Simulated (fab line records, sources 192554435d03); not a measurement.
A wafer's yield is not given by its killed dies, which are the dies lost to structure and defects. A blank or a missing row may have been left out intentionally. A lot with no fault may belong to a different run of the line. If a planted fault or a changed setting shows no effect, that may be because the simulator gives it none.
Split-lot experiment    flow n5-finfet    on a route of 1938 steps: 7 lots, 21 wafers read

== ABOUT THE SPLIT ==
At N5_BEOL_M11_TRENCH_ETCH_37 (etches SiCOH lowk in C4F6/O2, target depth 148.83 nm, time 48 s), the setting source-w was moved away from the recipe's 345 W on 7 of the 21 wafers read, by -11.6% to +15.4%. For the rest of the wafers, this setting stayed at what the recipe calls for.

The reading comes from the split's own step.

== THE READING ==
rf-vpp-V, in V, at N5_BEOL_M11_TRENCH_ETCH_37 (etches SiCOH lowk in C4F6/O2, target depth 148.83 nm, time 48 s). A value of 665 V with a standard deviation of 5.7 V is what fault-free wafers of this fab line usually give.

wafer   tool, chamber at the split  source-w as run, W  against the recipe  rf-vpp-V, V  against lot-mates on the recipe
L075.2  rie-diel-03, 1              398.2               +15.4%              613          -54
L075.3  rie-diel-03, 0              345                 recipe              667          -
L075.4  rie-diel-03, 3              398.2               +15.4%              622          -45
L080.1  rie-diel-05, 2              345                 recipe              667          -
L080.2  rie-diel-05, 0              345                 recipe              663          -
L080.6  rie-diel-05, 2              345                 recipe              666          -
L084.1  rie-diel-02, 3              345                 recipe              652          -
L084.2  rie-diel-02, 1              387.2               +12.2%              620          -32
L084.6  rie-diel-02, 0              387.2               +12.2%              625          -27
L085.1  rie-diel-02, 2              316.6               -8.2%               695          +42
L085.3  rie-diel-02, 3              345                 recipe              653          -
L085.4  rie-diel-02, 0              316.6               -8.2%               694          +41
L088.1  rie-diel-05, 1              345                 recipe              669          -
L088.2  rie-diel-05, 0              345                 recipe              664          -
L088.3  rie-diel-05, 2              345                 recipe              666          -
L092.2  rie-diel-05, 1              345                 recipe              669          -
L092.4  rie-diel-05, 2              345                 recipe              667          -
L092.6  rie-diel-05, 2              345                 recipe              666          -
L091.2  rie-diel-05, 2              304.9               -11.6%              710          +44
L091.3  rie-diel-05, 3              345                 recipe              670          -
L091.4  rie-diel-05, 0              345                 recipe              663          -

THE FIT
A straight line over all 21 wafers: rf-vpp-V changes by -3.37 V for each +1% of source-w; r = -0.98; the points scatter about the line by 5.3 V.
The same after taking each lot's own level away (the mean of its wafers on the recipe; 21 wafers): -3.36 V for each +1%; r = -0.97; scatter 5.7 V.
Per that fit: largest source-w move, reading shift of 52 V.
The span of the lots' own levels, 652.0 to 667.3 V, comes to 2.7 times the standard deviation stated above.
The two slopes agree, so the slope changes little with the lot-to-lot level.
Check: with one of the wafers moved furthest among these (+15.4%) left out of the fit, the line predicts -47.4 V for it against its lot-mates. It came out at -54 V against them.
Tool readings at the split's step, against how far the setting was moved: rf-vpp-V r = -0.98.

== THESE WAFERS: OTHER SPLITS ==
Other splits were also applied to these wafers ahead of the reading. Each is held against what the fit with the lots' levels taken away leaves over:
other split on the same wafers  wafers away from the commonest value  r with rf-vpp-V (lot level and that fit taken away)
N5_BEOL_M9_EXPOSE_08 dose-mj    10                                    +0.27
N5_BEOL_M10_PEB_26 peb-time-s   7                                     -0.24
N5_BEOL_M10_VIA_ETCH_34 bias-w  5                                     -0.54
N5_BEOL_M11_PEB_26 peb-time-s   9                                     +0.34

== FILE'S OWN FIT ==
rf-vpp-V changes by -3.35 V for each +1% of source-w, r = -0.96.
